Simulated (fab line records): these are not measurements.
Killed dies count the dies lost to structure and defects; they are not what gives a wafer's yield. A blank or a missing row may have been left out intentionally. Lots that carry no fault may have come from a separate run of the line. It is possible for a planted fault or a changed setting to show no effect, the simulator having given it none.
Chamber matching | flow n5_finfet | 4 sister chambers for N5_BEOL_M8_DESCUM_33 on rie_diel-01
The step chemistry O2, time 7 s. 27 wafers are shown with their chamber, then 12 later ones without.

## EACH WAFER AND ITS CHAMBER
wafer  | chamber | drypump_motor_current_A (A) | throttle_valve_pct (%) | showerhead_plenum_p_Torr (Torr)
L075.1 | 3       | 5.5                         | 20.63                  | 2.13
L075.5 | 0       | 5.1                         | 20.38                  | 2.14
L075.6 | 3       | 5.5                         | 20.63                  | 2.13
L078.1 | 1       | 5.6                         | 20.90                  | 2.17
L078.5 | 0       | 5.1                         | 20.38                  | 2.14
L078.6 | 3       | 5.5                         | 20.64                  | 2.12
L080.4 | 3       | 5.5                         | 20.65                  | 2.12
L080.5 | 0       | 5.1                         | 20.42                  | 2.14
L080.6 | 3       | 5.5                         | 20.66                  | 2.12
L083.1 | 3       | 5.5                         | 20.65                  | 2.12
L083.3 | 1       | 5.6                         | 20.92                  | 2.16
L083.5 | 3       | 5.5                         | 20.68                  | 2.12
L081.1 | 0       | 5.1                         | 20.41                  | 2.14
L081.2 | 1       | 5.6                         | 20.94                  | 2.16
L081.5 | 0       | 5.1                         | 20.42                  | 2.14
L082.1 | 3       | 5.5                         | 20.66                  | 2.12
L082.3 | 0       | 5.1                         | 20.39                  | 2.14
L082.5 | 3       | 5.5                         | 20.65                  | 2.12
L085.1 | 3       | 5.5                         | 20.68                  | 2.12
L085.4 | 0       | 5.1                         | 20.41                  | 2.14
L085.5 | 0       | 5.1                         | 20.43                  | 2.14
L086.2 | 0       | 5.1                         | 20.43                  | 2.13
L086.5 | 0       | 5.1                         | 20.43                  | 2.13
L086.6 | 1       | 5.5                         | 20.94                  | 2.16
L087.1 | 0       | 5.1                         | 20.44                  | 2.13
L087.4 | 2       | 5.8                         | 20.54                  | 2.21
L087.5 | 2       | 5.8                         | 20.55                  | 2.21

SIGNATURES (averages over the wafers above)
reading                  | chamber 0 | chamber 1 | chamber 2 | chamber 3 | scatter within a chamber
drypump_motor_current_A  | 5.100     | 5.575     | 5.800     | 5.500     | 0.0181
throttle_valve_pct       | 20.4127   | 20.9250   | 20.5450   | 20.6530   | 0.0191
showerhead_plenum_p_Torr | 2.1373    | 2.1625    | 2.2100    | 2.1220    | 0.00444
Rule: a wafer's distance from a chamber is the root of the sum, over the readings, of the square of ((its reading less the chamber's mean) divided by the reading's scatter). The wafer belongs to the nearest chamber; if the next one is less than 2 further off, it can't be placed. How the scatter is found: for the shown wafers, subtract from each reading the mean of its chamber, square and add these, divide the total by (wafers less chambers), then take the root.

## WAFERS WITH NO CHAMBER GIVEN
wafer  | drypump_motor_current_A (A) | throttle_valve_pct (%) | showerhead_plenum_p_Torr (Torr)
L089.2 | 5.6                         | 20.94                  | 2.16
L089.4 | 5.5                         | 20.68                  | 2.11
L089.6 | 5.6                         | 20.95                  | 2.16
L091.1 | 5.5                         | 20.69                  | 2.11
L091.2 | 5.8                         | 20.55                  | 2.21
L091.6 | 5.1                         | 20.44                  | 2.13
L093.2 | 5.1                         | 20.44                  | 2.13
L093.4 | 5.5                         | 20.70                  | 2.11
L093.5 | 5.1                         | 20.46                  | 2.13
L097.1 | 5.9                         | 20.59                  | 2.20
L097.2 | 5.1                         | 20.44                  | 2.13
L097.6 | 5.6                         | 20.58                  | 2.15

## THE CHAMBER EACH PASSED THROUGH
wafer  | from the rows above | in truth
L089.2 | 1                   | 1
L089.4 | 3                   | 3
L089.6 | 1                   | 1
L091.1 | 3                   | 3
L091.2 | 2                   | 2
L091.6 | 0                   | 0
L093.2 | 0                   | 0
L093.4 | 3                   | 3
L093.5 | 0                   | 0
L097.1 | 2                   | 2
L097.2 | 0                   | 0
L097.6 | 3                   | 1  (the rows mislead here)
Placed correctly: 11 of 12. Number that these rows cannot place: 0. Placed wrongly: 1.
